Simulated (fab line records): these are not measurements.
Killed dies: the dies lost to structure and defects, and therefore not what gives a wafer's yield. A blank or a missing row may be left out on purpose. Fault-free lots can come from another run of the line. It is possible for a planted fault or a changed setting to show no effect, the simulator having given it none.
Matching of chambers + flow n5Finfet + N5_BEOL_M0_SAQP_ETCH_84 on rieDiel-06 has 4 sister chambers
The step etches SOC in N2/H2, target depth 100 nm, overetch 20 nm, time 150 s. 14 wafers are shown with their chamber, then 7 later ones without.

## WAFERS PAIRED WITH THEIR CHAMBERS
| wafer  | chamber | drypumpMotorCurrentA (A) | showerheadPlenumPTorr (Torr) | throttleValvePct (%) |
|--------|---------|--------------------------|------------------------------|----------------------|
| L076.1 | 2       | 5.7                      | 2.53                         | 17.67                |
| L076.3 | 3       | 5.9                      | 2.48                         | 17.51                |
| L076.5 | 1       | 6.6                      | 2.69                         | 17.79                |
| L077.1 | 2       | 5.6                      | 2.53                         | 17.67                |
| L077.2 | 3       | 5.9                      | 2.48                         | 17.50                |
| L077.5 | 3       | 5.9                      | 2.48                         | 17.50                |
| L079.2 | 2       | 5.7                      | 2.52                         | 17.67                |
| L079.4 | 3       | 5.9                      | 2.48                         | 17.51                |
| L079.5 | 2       | 5.7                      | 2.52                         | 17.68                |
| L087.1 | 3       | 5.9                      | 2.47                         | 17.56                |
| L087.2 | 2       | 5.6                      | 2.52                         | 17.69                |
| L087.3 | 0       | 5.8                      | 2.49                         | 17.42                |
| L093.3 | 0       | 5.8                      | 2.48                         | 17.45                |
| L093.4 | 2       | 5.7                      | 2.51                         | 17.71                |

SIGNATURES, as means of the wafers listed above
| reading               | chamber 0 | chamber 1 | chamber 2 | chamber 3 | scatter within a chamber |
|-----------------------|-----------|-----------|-----------|-----------|--------------------------|
| drypumpMotorCurrentA  | 5.800     | 6.600     | 5.667     | 5.900     | 0.0365                   |
| showerheadPlenumPTorr | 2.4850    | 2.6900    | 2.5217    | 2.4780    | 0.00643                  |
| throttleValvePct      | 17.4350   | 17.7900   | 17.6817   | 17.5160   | 0.0206                   |
Rule: a wafer lies at a distance from a chamber equal to the root of the sum of squares, over the readings, of (its reading less the chamber's mean, divided by the reading's scatter). If the next closest chamber is less than 2 further off than the closest, the wafer can't be placed; otherwise it belongs to the closest. The scatter: take each reading less its chamber's mean, square it, sum over the shown wafers, divide by the number of wafers less the number of chambers, and take the root.

## WAFERS WITHOUT THEIR CHAMBER
| wafer  | drypumpMotorCurrentA (A) | showerheadPlenumPTorr (Torr) | throttleValvePct (%) |
|--------|--------------------------|------------------------------|----------------------|
| L093.6 | 5.8                      | 2.48                         | 17.45                |
| L094.1 | 5.7                      | 2.51                         | 17.71                |
| L094.4 | 5.8                      | 2.48                         | 17.46                |
| L094.6 | 5.8                      | 2.48                         | 17.45                |
| L097.2 | 5.6                      | 2.51                         | 17.72                |
| L097.3 | 5.8                      | 2.48                         | 17.47                |
| L097.6 | 6.6                      | 2.68                         | 17.84                |

## EACH ONE'S CHAMBER
| wafer  | from the rows above     | in truth |
|--------|-------------------------|----------|
| L093.6 | 0                       | 0        |
| L094.1 | 2                       | 2        |
| L094.4 | 0                       | 0        |
| L094.6 | 0                       | 0        |
| L097.2 | 2                       | 2        |
| L097.3 | can't be placed: 0 or 3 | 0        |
| L097.6 | 1                       | 1        |
Placed correctly: 6 of 7. From these rows, 1 cannot be placed; in 1 the true chamber is one of the candidates. 0 placed wrongly.
